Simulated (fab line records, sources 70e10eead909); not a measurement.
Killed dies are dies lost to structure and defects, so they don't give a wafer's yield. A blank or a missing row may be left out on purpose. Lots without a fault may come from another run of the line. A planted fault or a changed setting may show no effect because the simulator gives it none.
Chamber matching | flow nand_harc | NHARC_A_M1_DESCUM_14 on rie_diel-05: 4 sister chambers
The step chemistry O2, time 3 s. 20 wafers are shown with their chamber, then 10 later ones without.

WAFERS WITH THEIR CHAMBER
wafer  | chamber | showerhead_plenum_p_Torr (Torr) | drypump_motor_current_A (A) | oes_product_au (a.u.)
L074.2 | 0       | 2.03                            | 5.5                         | 1.007
L074.3 | 2       | 1.87                            | 5.7                         | 1.002
L074.5 | 1       | 1.94                            | 5.9                         | 1.031
L075.2 | 2       | 1.86                            | 5.7                         | 0.996
L075.3 | 0       | 2.03                            | 5.5                         | 0.988
L075.4 | 1       | 1.94                            | 6.0                         | 1.019
L076.1 | 0       | 2.03                            | 5.5                         | 1.003
L076.3 | 3       | 1.81                            | 5.6                         | 1.008
L076.6 | 2       | 1.86                            | 5.7                         | 1.002
L080.4 | 3       | 1.81                            | 5.6                         | 0.999
L080.5 | 2       | 1.86                            | 5.7                         | 1.006
L080.6 | 1       | 1.94                            | 5.9                         | 1.024
L082.1 | 1       | 1.94                            | 6.0                         | 1.013
L082.4 | 0       | 2.03                            | 5.5                         | 0.996
L082.5 | 1       | 1.94                            | 6.0                         | 1.014
L081.3 | 1       | 1.94                            | 6.0                         | 1.014
L081.4 | 3       | 1.81                            | 5.5                         | 0.987
L081.6 | 2       | 1.86                            | 5.7                         | 1.000
L086.2 | 2       | 1.86                            | 5.7                         | 0.994
L086.3 | 1       | 1.94                            | 6.0                         | 1.011

SIGNATURES (means of the wafers above)
reading                  | chamber 0 | chamber 1 | chamber 2 | chamber 3 | scatter within a chamber
showerhead_plenum_p_Torr | 2.0300    | 1.9400    | 1.8617    | 1.8100    | 0.00228
drypump_motor_current_A  | 5.500     | 5.971     | 5.700     | 5.567     | 0.0362
oes_product_au           | 0.99850   | 1.01800   | 1.00000   | 0.99800   | 0.00724
Rule: a wafer's distance from a chamber is the root of the sum, over the readings, of the square of ((its reading less the chamber's mean) divided by the reading's scatter). The wafer belongs to the nearest chamber; if the next one is less than 2 further off, it can't be placed. The scatter: the root of (the sum of the squares of (reading less its chamber's mean) over the shown wafers, divided by (wafers less chambers)).

WAFERS WITHOUT THEIR CHAMBER
wafer  | showerhead_plenum_p_Torr (Torr) | drypump_motor_current_A (A) | oes_product_au (a.u.)
L086.5 | 1.81                            | 5.6                         | 0.987
L088.2 | 1.81                            | 5.6                         | 1.002
L088.4 | 2.03                            | 5.5                         | 0.996
L088.5 | 1.81                            | 5.6                         | 0.995
L092.3 | 1.94                            | 6.0                         | 1.020
L092.4 | 1.86                            | 5.7                         | 0.991
L092.6 | 1.94                            | 6.0                         | 1.008
L094.4 | 1.94                            | 6.0                         | 1.022
L094.5 | 1.94                            | 6.0                         | 1.023
L094.6 | 1.86                            | 5.7                         | 0.995

WHICH CHAMBER EACH WENT THROUGH
wafer  | from the rows above | in truth
L086.5 | 3                   | 3
L088.2 | 3                   | 3
L088.4 | 0                   | 0
L088.5 | 3                   | 3
L092.3 | 1                   | 1
L092.4 | 2                   | 2
L092.6 | 1                   | 1
L094.4 | 1                   | 1
L094.5 | 1                   | 1
L094.6 | 2                   | 2
Placed correctly: 10 of 10. Can't be placed from these rows: 0. Placed wrongly: 0.
